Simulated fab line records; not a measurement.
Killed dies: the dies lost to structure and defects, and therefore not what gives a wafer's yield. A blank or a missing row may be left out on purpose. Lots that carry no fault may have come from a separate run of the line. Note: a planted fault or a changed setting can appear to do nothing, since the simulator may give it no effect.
A lot that was struck, set against a sound lot -- flow n5-finfet -- 16 steps out of a route of 1938
Sound: these wafers, L485.2, L485.3, L485.4. Struck: wafer L495.3. (L495.1, L495.2 of the same lot were not struck and are left out.) The cause comes at the end.
Per side, at each step with rows, come the tool, then ch with its chambers, and then its first start. Under that, the readings that differ: sound wafers -- struck wafers -- difference of the means -- sigmas: that difference in standard deviations of wafers without a fault.
alike: words and numbers the same on both sides, and readings whose means are apart by under 2 such deviations; not compared: readings that were withheld, readings missing a value for some wafer, numbers with overlapping values and no deviation given by the record, and bounds like >300 which may hide the same value.
A row with sigmas, a row that says differs or no value, or rows on one side alone: a step with any of these is where the two part. Numbers that have no deviation but don't overlap get no sigmas and don't part them. Lack of a reading on every wafer of one side parts them only where that side has two or more wafers.

N5_HKMG_FIN_STRIP_89: strips SOC in N2/H2, time 20 s.
  sound on rie-diel-01 ch 0,2,3, day 4 12:52; struck on rie-diel-01 ch 0, day 7 01:47
reading,sound,struck,difference,sigmas
rf-hours-counter-h (h),29 250 163,13,-134,
  alike: drypump-motor-current-A, oes-product-au, rf-vpp-V, showerhead-plenum-p-Torr, throttle-valve-pct
then, 1 step without rows for these wafers: N5_HKMG_FIN_WET_ETCH_87 (etches TiN in SC1, time 154.2 s, target depth 4.7 nm, rinse time 30 s).
N5_HKMG_FIN_STRIP_88: strips in N2/H2, time 360 s.
  sound on plasma-asher-02 ch 0,1, day 4 13:04; struck on plasma-asher-01 ch 1, day 7 01:58
reading,sound,struck,difference,sigmas
drypump-motor-current-A (A),6.0 6.0 5.8,4.9,-1.0,-2
  alike: heater-power-w
  not compared: rf-hours-counter-h
then, 1 step without rows for these wafers: N5_HKMG_FIN_NWFM_ALD_20 (deposits TiAlC, target thk 2 nm, pulse time 3 s, purge time 2 s).
N5_HKMG_FIN_ALD_71: deposits TiN, target thk 1 nm, pulse time 1 s, purge time 3 s.
  sound on ald-metal-01 ch 0,1,3, day 4 13:32; struck on ald-metal-02 ch 0, day 7 02:27
  alike: heater-power-w, precursor-pulse-height-rel
  not compared: ald-cycles
then, 1 step without rows for these wafers: N5_HKMG_FIN_COAT_66 (time 60 s, resist thk 300 nm).
N5_HKMG_FIN_ETCH_67: etches SOC in N2/H2, stops on TiN, target depth 388.9 nm.
  sound on rie-diel-04 ch 0,1,3, day 4 13:53; struck on rie-diel-04 ch 3, day 7 02:47
reading,sound,struck,difference,sigmas
rf-hours-counter-h (h),80 183 183,199,+50,
  alike: drypump-motor-current-A, oes-product-au, rf-vpp-V, showerhead-plenum-p-Torr, throttle-valve-pct
then, 4 steps without rows for these wafers: N5_HKMG_FIN_STRIP_90 (strips SOC in N2/H2, time 20 s); N5_HKMG_FIN_WET_ETCH_73 (etches the open film in SC1, time 42.3 s, target depth 1.3 nm, rinse time 30 s); N5_HKMG_FIN_ETCHBACK_68 (etches the open film in Cl2/Ar, stops on HfO2, target depth 0.5 nm); N5_HKMG_FIN_STRIP_69 (strips in N2/H2, time 360 s).
N5_HKMG_FIN_ALD_21: deposits TiN, target thk 1.5 nm, pulse time 1 s, purge time 3 s.
  sound on ald-metal-02 ch 0,1,2, day 4 14:38; struck on ald-metal-01 ch 3, day 7 03:32
  alike: heater-power-w, precursor-pulse-height-rel
  not compared: ald-cycles
N5_HKMG_FIN_ALD_72: deposits W, target thk 2 nm, pulse time 1 s, purge time 2 s.
  sound on cvd-w-01 ch 0,1, day 4 14:59; struck on cvd-w-02 ch 1, day 7 03:53
reading,sound,struck,difference,sigmas
ald-cycles,7 7 7,6,-1,
  alike: heater-power-w, precursor-pulse-height-rel
  not compared: model.W_of_HKMG_FIN_ALD_72.thk-nm
then, 1 step without rows for these wafers: N5_HKMG_FIN_W_FILL_22 (material W, target thk 60 nm, time 18.2 s).
-- here the record skips 6 days between the struck wafers' starts before and after, leaving off in module HKMG_FIN and picking up in module BEOL_M4 (first step shown: number 1111 of the route) --
N5_BEOL_M4_RC_MEAS_101:
  sound on prober-01 ch 0, day 9 16:10; struck on prober-02 ch 0, day 12 23:01
reading,sound,struck,difference,sigmas
DIBL_N (mV/V),38.1 36.2 35.3,39.3,+2.8,+3
  alike: DIBL_P, IOFF_N, IOFF_P, ION_N, ION_P, SS_N, SS_P, VT_N, VT_P
next, for these wafers, 1 step has no rows: N5_PASSIVATION_PROBE_49.

WHERE THEY PART
At N5_HKMG_FIN_STRIP_88 first; at N5_BEOL_M4_RC_MEAS_101 last (within this record only).

WHY: what the simulator had put in
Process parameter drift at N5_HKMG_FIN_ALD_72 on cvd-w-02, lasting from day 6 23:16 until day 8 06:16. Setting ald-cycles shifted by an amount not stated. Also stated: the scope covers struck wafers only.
